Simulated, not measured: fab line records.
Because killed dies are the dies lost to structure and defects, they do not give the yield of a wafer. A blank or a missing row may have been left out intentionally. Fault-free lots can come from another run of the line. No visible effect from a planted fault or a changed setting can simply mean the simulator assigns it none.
Split-lot study / flow n5-finfet / on a route of 1938 steps: 7 lots, 39 wafers read

THE SPLIT
At N5_ZERO_LAYER_PECVD_02 (deposits SiO2 from SiH4/N2O, target thk 10 nm, time 6 s), the setting target-thk-a was moved away from the recipe's 100 angstrom on 15 of the 39 wafers read, by -4.7% to +13.2%. The other wafers ran this setting at the recipe's value.

Reading taken at the split's own step.

THE READING
SiO2_of_ZERO_LAYER_PECVD_02.thk-nm (the simulator's own value, which no gauge read), in nm, at N5_ZERO_LAYER_PECVD_02 (deposits SiO2 from SiH4/N2O, target thk 10 nm, time 6 s). No usual value for it is given in the file. The 24 wafers here that ran the recipe average 9.985 nm, standard deviation 0.17 nm.

wafer=L075.1; tool, chamber at the split=pecvd-03, 2; target-thk-a as run, angstrom=100; against the recipe=recipe; SiO2_of_ZERO_LAYER_PECVD_02.thk-nm, nm=10.12; against lot-mates on the recipe=-
wafer=L075.2; tool, chamber at the split=pecvd-03, 0; target-thk-a as run, angstrom=100; against the recipe=recipe; SiO2_of_ZERO_LAYER_PECVD_02.thk-nm, nm=10.13; against lot-mates on the recipe=-
wafer=L075.3; tool, chamber at the split=pecvd-03, 1; target-thk-a as run, angstrom=106.7; against the recipe=+6.7%; SiO2_of_ZERO_LAYER_PECVD_02.thk-nm, nm=10.88; against lot-mates on the recipe=+0.687
wafer=L075.4; tool, chamber at the split=pecvd-03, 1; target-thk-a as run, angstrom=100; against the recipe=recipe; SiO2_of_ZERO_LAYER_PECVD_02.thk-nm, nm=10.33; against lot-mates on the recipe=-
wafer=L075.5; tool, chamber at the split=pecvd-03, 2; target-thk-a as run, angstrom=106.7; against the recipe=+6.7%; SiO2_of_ZERO_LAYER_PECVD_02.thk-nm, nm=10.92; against lot-mates on the recipe=+0.727
wafer=L075.6; tool, chamber at the split=pecvd-03, 0; target-thk-a as run, angstrom=106.7; against the recipe=+6.7%; SiO2_of_ZERO_LAYER_PECVD_02.thk-nm, nm=11.02; against lot-mates on the recipe=+0.827
wafer=L077.1; tool, chamber at the split=pecvd-01, 0; target-thk-a as run, angstrom=100; against the recipe=recipe; SiO2_of_ZERO_LAYER_PECVD_02.thk-nm, nm=9.851; against lot-mates on the recipe=-
wafer=L077.2; tool, chamber at the split=pecvd-01, 2; target-thk-a as run, angstrom=100; against the recipe=recipe; SiO2_of_ZERO_LAYER_PECVD_02.thk-nm, nm=9.779; against lot-mates on the recipe=-
wafer=L077.3; tool, chamber at the split=pecvd-01, 1; target-thk-a as run, angstrom=100; against the recipe=recipe; SiO2_of_ZERO_LAYER_PECVD_02.thk-nm, nm=9.968; against lot-mates on the recipe=-
wafer=L077.4; tool, chamber at the split=pecvd-01, 0; target-thk-a as run, angstrom=95.29; against the recipe=-4.7%; SiO2_of_ZERO_LAYER_PECVD_02.thk-nm, nm=9.47; against lot-mates on the recipe=-0.396
wafer=L077.5; tool, chamber at the split=pecvd-01, 1; target-thk-a as run, angstrom=95.29; against the recipe=-4.7%; SiO2_of_ZERO_LAYER_PECVD_02.thk-nm, nm=9.603; against lot-mates on the recipe=-0.263
wafer=L077.6; tool, chamber at the split=pecvd-01, 2; target-thk-a as run, angstrom=95.29; against the recipe=-4.7%; SiO2_of_ZERO_LAYER_PECVD_02.thk-nm, nm=9.604; against lot-mates on the recipe=-0.262
wafer=L078.1; tool, chamber at the split=pecvd-01, 1; target-thk-a as run, angstrom=100; against the recipe=recipe; SiO2_of_ZERO_LAYER_PECVD_02.thk-nm, nm=9.816; against lot-mates on the recipe=-
wafer=L078.2; tool, chamber at the split=pecvd-01, 0; target-thk-a as run, angstrom=100; against the recipe=recipe; SiO2_of_ZERO_LAYER_PECVD_02.thk-nm, nm=9.688; against lot-mates on the recipe=-
wafer=L078.3; tool, chamber at the split=pecvd-01, 2; target-thk-a as run, angstrom=100; against the recipe=recipe; SiO2_of_ZERO_LAYER_PECVD_02.thk-nm, nm=9.884; against lot-mates on the recipe=-
wafer=L078.4; tool, chamber at the split=pecvd-01, 0; target-thk-a as run, angstrom=100; against the recipe=recipe; SiO2_of_ZERO_LAYER_PECVD_02.thk-nm, nm=9.857; against lot-mates on the recipe=-
wafer=L078.5; tool, chamber at the split=pecvd-01, 2; target-thk-a as run, angstrom=100; against the recipe=recipe; SiO2_of_ZERO_LAYER_PECVD_02.thk-nm, nm=9.738; against lot-mates on the recipe=-
wafer=L078.6; tool, chamber at the split=pecvd-01, 1; target-thk-a as run, angstrom=100; against the recipe=recipe; SiO2_of_ZERO_LAYER_PECVD_02.thk-nm, nm=10.12; against lot-mates on the recipe=-
wafer=L081.1; tool, chamber at the split=pecvd-03, 1; target-thk-a as run, angstrom=109.7; against the recipe=+9.7%; SiO2_of_ZERO_LAYER_PECVD_02.thk-nm, nm=11.05; against lot-mates on the recipe=+1.123
wafer=L081.2; tool, chamber at the split=pecvd-03, 2; target-thk-a as run, angstrom=100; against the recipe=recipe; SiO2_of_ZERO_LAYER_PECVD_02.thk-nm, nm=9.892; against lot-mates on the recipe=-
wafer=L081.3; tool, chamber at the split=pecvd-03, 0; target-thk-a as run, angstrom=100; against the recipe=recipe; SiO2_of_ZERO_LAYER_PECVD_02.thk-nm, nm=9.95; against lot-mates on the recipe=-
wafer=L081.4; tool, chamber at the split=pecvd-03, 0; target-thk-a as run, angstrom=109.7; against the recipe=+9.7%; SiO2_of_ZERO_LAYER_PECVD_02.thk-nm, nm=11.02; against lot-mates on the recipe=+1.093
wafer=L081.5; tool, chamber at the split=pecvd-03, 2; target-thk-a as run, angstrom=100; against the recipe=recipe; SiO2_of_ZERO_LAYER_PECVD_02.thk-nm, nm=9.938; against lot-mates on the recipe=-
wafer=L081.6; tool, chamber at the split=pecvd-03, 1; target-thk-a as run, angstrom=109.7; against the recipe=+9.7%; SiO2_of_ZERO_LAYER_PECVD_02.thk-nm, nm=11.14; against lot-mates on the recipe=+1.213
wafer=L083.1; tool, chamber at the split=pecvd-03, 2; target-thk-a as run, angstrom=100; against the recipe=recipe; SiO2_of_ZERO_LAYER_PECVD_02.thk-nm, nm=9.985; against lot-mates on the recipe=-
wafer=L083.3; tool, chamber at the split=pecvd-03, 0; target-thk-a as run, angstrom=100; against the recipe=recipe; SiO2_of_ZERO_LAYER_PECVD_02.thk-nm, nm=9.817; against lot-mates on the recipe=-
wafer=L083.4; tool, chamber at the split=pecvd-03, 2; target-thk-a as run, angstrom=100; against the recipe=recipe; SiO2_of_ZERO_LAYER_PECVD_02.thk-nm, nm=9.958; against lot-mates on the recipe=-
wafer=L091.1; tool, chamber at the split=pecvd-04, 0; target-thk-a as run, angstrom=100; against the recipe=recipe; SiO2_of_ZERO_LAYER_PECVD_02.thk-nm, nm=10.24; against lot-mates on the recipe=-
wafer=L091.2; tool, chamber at the split=pecvd-04, 1; target-thk-a as run, angstrom=108; against the recipe=+8.0%; SiO2_of_ZERO_LAYER_PECVD_02.thk-nm, nm=10.58; against lot-mates on the recipe=+0.427
wafer=L091.3; tool, chamber at the split=pecvd-04, 2; target-thk-a as run, angstrom=108; against the recipe=+8.0%; SiO2_of_ZERO_LAYER_PECVD_02.thk-nm, nm=10.96; against lot-mates on the recipe=+0.807
wafer=L091.4; tool, chamber at the split=pecvd-04, 2; target-thk-a as run, angstrom=100; against the recipe=recipe; SiO2_of_ZERO_LAYER_PECVD_02.thk-nm, nm=10.21; against lot-mates on the recipe=-
wafer=L091.5; tool, chamber at the split=pecvd-04, 0; target-thk-a as run, angstrom=108; against the recipe=+8.0%; SiO2_of_ZERO_LAYER_PECVD_02.thk-nm, nm=11.2; against lot-mates on the recipe=+1.047
wafer=L091.6; tool, chamber at the split=pecvd-04, 1; target-thk-a as run, angstrom=100; against the recipe=recipe; SiO2_of_ZERO_LAYER_PECVD_02.thk-nm, nm=10.01; against lot-mates on the recipe=-
wafer=L092.1; tool, chamber at the split=pecvd-03, 1; target-thk-a as run, angstrom=113.2; against the recipe=+13.2%; SiO2_of_ZERO_LAYER_PECVD_02.thk-nm, nm=11.27; against lot-mates on the recipe=+1.150
wafer=L092.2; tool, chamber at the split=pecvd-03, 0; target-thk-a as run, angstrom=100; against the recipe=recipe; SiO2_of_ZERO_LAYER_PECVD_02.thk-nm, nm=9.979; against lot-mates on the recipe=-
wafer=L092.3; tool, chamber at the split=pecvd-03, 0; target-thk-a as run, angstrom=113.2; against the recipe=+13.2%; SiO2_of_ZERO_LAYER_PECVD_02.thk-nm, nm=11.39; against lot-mates on the recipe=+1.270
wafer=L092.4; tool, chamber at the split=pecvd-03, 1; target-thk-a as run, angstrom=113.2; against the recipe=+13.2%; SiO2_of_ZERO_LAYER_PECVD_02.thk-nm, nm=11.34; against lot-mates on the recipe=+1.220
wafer=L092.5; tool, chamber at the split=pecvd-03, 1; target-thk-a as run, angstrom=100; against the recipe=recipe; SiO2_of_ZERO_LAYER_PECVD_02.thk-nm, nm=10.05; against lot-mates on the recipe=-
wafer=L092.6; tool, chamber at the split=pecvd-03, 0; target-thk-a as run, angstrom=100; against the recipe=recipe; SiO2_of_ZERO_LAYER_PECVD_02.thk-nm, nm=10.33; against lot-mates on the recipe=-

FIT RESULTS
A straight line over all 39 wafers: SiO2_of_ZERO_LAYER_PECVD_02.thk-nm changes by +0.109 nm for each +1% of target-thk-a; r = +0.95; the points scatter about the line by 0.18 nm.
The same after taking each lot's own level away (the mean of its wafers on the recipe; 39 wafers): +0.0969 nm for each +1%; r = +0.96; scatter 0.14 nm.
That fit puts the effect of the largest move of target-thk-a on the reading at 1.3 nm.
Measured against the standard deviation above, the lots' own levels, which go from 9.8505 to 10.1933 nm, span 2.0 times it.
Hence the slope depends on the lot-to-lot level, as the two fits are not the same.
Check: for one of the wafers moved furthest among these (+13.2%), held out of the fit, the line's prediction against its lot-mates is +1.33 nm. It came out at +1.15 nm against them.

FILE'S OWN FIT
SiO2_of_ZERO_LAYER_PECVD_02.thk-nm changes by +0.0993 nm for each +1% of target-thk-a, r = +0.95.
